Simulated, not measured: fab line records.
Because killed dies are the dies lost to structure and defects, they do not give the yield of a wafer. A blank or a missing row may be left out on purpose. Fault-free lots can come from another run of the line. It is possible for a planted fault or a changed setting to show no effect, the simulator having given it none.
Which of the tools did it? ; flow nandHarc ; Sampling: 7 lots, 21 wafers, 5 of 1302 route steps

WHAT EACH GAUGE READ, for each wafer
NHARC_END_SORT_01.
lot;measured;on;killedAtArray
L174;day 30 08:08;prober-01;96 99 103

WHICH TOOL RAN EACH LOT (tool, then ch and the chambers of the sampled wafers, then the start)
lot;NHARC_A_ONON_D1_DEP_06;NHARC_A_M1_PRE_CLEAN_30;NHARC_A_M1_PVD_21;NHARC_A_M1_ANNEAL_31
L160;pecvdOnon-03 ch 0, day 8 04:22;pvdSputter-01, day 23 08:01 or earlier;pvdSputter-01, day 23 08:01 or earlier;rtpAnneal-01 ch 0, day 23 08:01
L163;pecvdOnon-01 ch 0, day 9 08:25;pvdSputter-02, day 24 22:58 or earlier;pvdSputter-02, day 24 22:58 or earlier;rtpAnneal-01 ch 0, day 24 22:58
L166;pecvdOnon-02 ch 0, day 10 18:57;pvdSputter-01, day 26 00:21 or earlier;pvdSputter-01, day 26 00:21 or earlier;rtpAnneal-01 ch 0, day 26 00:21
L168;pecvdOnon-02 ch 0, day 11 23:12;pvdSputter-03, day 27 10:48 or earlier;pvdSputter-03, day 27 10:48 or earlier;rtpAnneal-01 ch 0, day 27 10:48
L174;pecvdOnon-03 ch 0, day 13 19:50;pvdSputter-01, day 28 22:43 or earlier;pvdSputter-01, day 28 22:43 or earlier;rtpAnneal-02 ch 0, day 28 22:43
L178;pecvdOnon-01 ch 0, day 15 14:11;pvdSputter-01, day 30 15:10 or earlier;pvdSputter-01, day 30 15:10 or earlier;rtpAnneal-01 ch 0, day 30 15:10
L182;pecvdOnon-02 ch 0, day 17 14:11;pvdSputter-02, day 33 07:28 or earlier;pvdSputter-02, day 33 07:28 or earlier;rtpAnneal-01 ch 0, day 33 07:28
- NHARC_A_ONON_D1_DEP_06: target thk 1000 nm.
- NHARC_A_M1_PRE_CLEAN_30: time 30 s.
- NHARC_A_M1_PVD_21: deposits Cu, target thk 30 nm, time 20.49 s.
- NHARC_A_M1_ANNEAL_31: time 90 s.

THE ANSWER, worked out from the rows above alone
Rule: what is usual is taken from the lots themselves. Put in order of their means at a reading, lots are off if they are a third of the lots or fewer, leave a main group of 4 or more, and stand apart from it by a gap of 3 or more times the standard deviation of the main group's means; of several such gaps the widest counts. If all means in a main group match to the digits the tables above print for the reading, that group is not used. A lot without any number at a reading at which 4 lots or more have one is off too. Any other lot the step has rows for is counted as sound.
No lot is off at any reading shown: from this, nothing can be told.

WHAT THE SIMULATOR HAD PUT IN
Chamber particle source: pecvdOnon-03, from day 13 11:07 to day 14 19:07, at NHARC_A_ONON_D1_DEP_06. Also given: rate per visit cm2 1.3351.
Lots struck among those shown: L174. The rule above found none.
